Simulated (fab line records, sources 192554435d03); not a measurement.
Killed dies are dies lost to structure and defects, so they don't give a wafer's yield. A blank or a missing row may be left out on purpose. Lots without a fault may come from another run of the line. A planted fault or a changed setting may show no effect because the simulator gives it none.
Chamber matching | flow n5_finfet | N5_DUMMY_GATE_STRIP_41 on rie_diel-06: 4 sister chambers
The step strips in O2. 27 wafers are shown with their chamber, then 12 later ones without.

WAFERS WITH THEIR CHAMBER
wafer  | chamber | showerhead_plenum_p_Torr (Torr) | throttle_valve_pct (%) | oes_product_au (a.u.)
L076.1 | 0       | 2.18                            | 17.00                  | 0.72
L076.4 | 3       | 2.15                            | 16.86                  | 0.89
L076.6 | 3       | 2.15                            | 16.86                  | 0.89
L077.1 | 1       | 2.17                            | 16.85                  | 0.70
L077.2 | 2       | 2.02                            | 16.65                  | 0.80
L077.5 | 0       | 2.18                            | 17.00                  | 0.72
L078.1 | 0       | 2.18                            | 17.00                  | 0.72
L078.3 | 1       | 2.17                            | 16.85                  | 0.70
L078.4 | 2       | 2.02                            | 16.66                  | 0.80
L079.1 | 3       | 2.15                            | 16.86                  | 0.88
L079.2 | 1       | 2.17                            | 16.85                  | 0.70
L079.6 | 0       | 2.18                            | 17.00                  | 0.72
L080.1 | 3       | 2.15                            | 16.86                  | 0.88
L080.2 | 2       | 2.02                            | 16.65                  | 0.80
L080.5 | 1       | 2.17                            | 16.86                  | 0.71
L081.1 | 3       | 2.15                            | 16.87                  | 0.87
L081.3 | 0       | 2.18                            | 16.99                  | 0.72
L081.4 | 2       | 2.02                            | 16.67                  | 0.79
L082.3 | 3       | 2.15                            | 16.86                  | 0.87
L082.5 | 3       | 2.15                            | 16.88                  | 0.87
L082.6 | 0       | 2.18                            | 17.01                  | 0.71
L083.1 | 2       | 2.02                            | 16.66                  | 0.80
L083.5 | 2       | 2.02                            | 16.65                  | 0.80
L083.6 | 1       | 2.16                            | 16.85                  | 0.71
L085.3 | 2       | 2.02                            | 16.67                  | 0.79
L085.4 | 3       | 2.15                            | 16.88                  | 0.86
L085.6 | 3       | 2.15                            | 16.89                  | 0.86

SIGNATURES (means of the wafers above)
reading                  | chamber 0 | chamber 1 | chamber 2 | chamber 3 | scatter within a chamber
showerhead_plenum_p_Torr | 2.1800    | 2.1680    | 2.0200    | 2.1500    | 0.00187
throttle_valve_pct       | 17.0000   | 16.8520   | 16.6586   | 16.8689   | 0.00898
oes_product_au           | 0.7183    | 0.7040    | 0.7971    | 0.8744    | 0.00771
Rule: a wafer's distance from a chamber is the root of the sum, over the readings, of the square of ((its reading less the chamber's mean) divided by the reading's scatter). The wafer belongs to the nearest chamber; if the next one is less than 2 further off, it can't be placed. The scatter: the root of (the sum of the squares of (reading less its chamber's mean) over the shown wafers, divided by (wafers less chambers)).

WAFERS WITHOUT THEIR CHAMBER
wafer  | showerhead_plenum_p_Torr (Torr) | throttle_valve_pct (%) | oes_product_au (a.u.)
L086.2 | 2.16                            | 16.86                  | 0.69
L086.3 | 2.17                            | 17.01                  | 0.71
L086.6 | 2.15                            | 16.87                  | 0.86
L088.3 | 2.17                            | 17.03                  | 0.71
L088.5 | 2.16                            | 16.88                  | 0.69
L088.6 | 2.02                            | 16.68                  | 0.80
L091.1 | 2.14                            | 16.90                  | 0.86
L091.3 | 2.16                            | 16.86                  | 0.69
L091.4 | 2.01                            | 16.68                  | 0.79
L095.1 | 2.17                            | 17.04                  | 0.70
L095.4 | 2.16                            | 16.89                  | 0.69
L095.6 | 2.14                            | 16.92                  | 0.84

WHICH CHAMBER EACH WENT THROUGH
wafer  | from the rows above | in truth
L086.2 | 1                   | 1
L086.3 | 0                   | 0
L086.6 | 3                   | 3
L088.3 | 0                   | 0
L088.5 | 1                   | 1
L088.6 | 2                   | 2
L091.1 | 3                   | 3
L091.3 | 1                   | 1
L091.4 | 2                   | 2
L095.1 | 0                   | 0
L095.4 | 1                   | 1
L095.6 | 3                   | 3
Placed correctly: 12 of 12. Can't be placed from these rows: 0. Placed wrongly: 0.
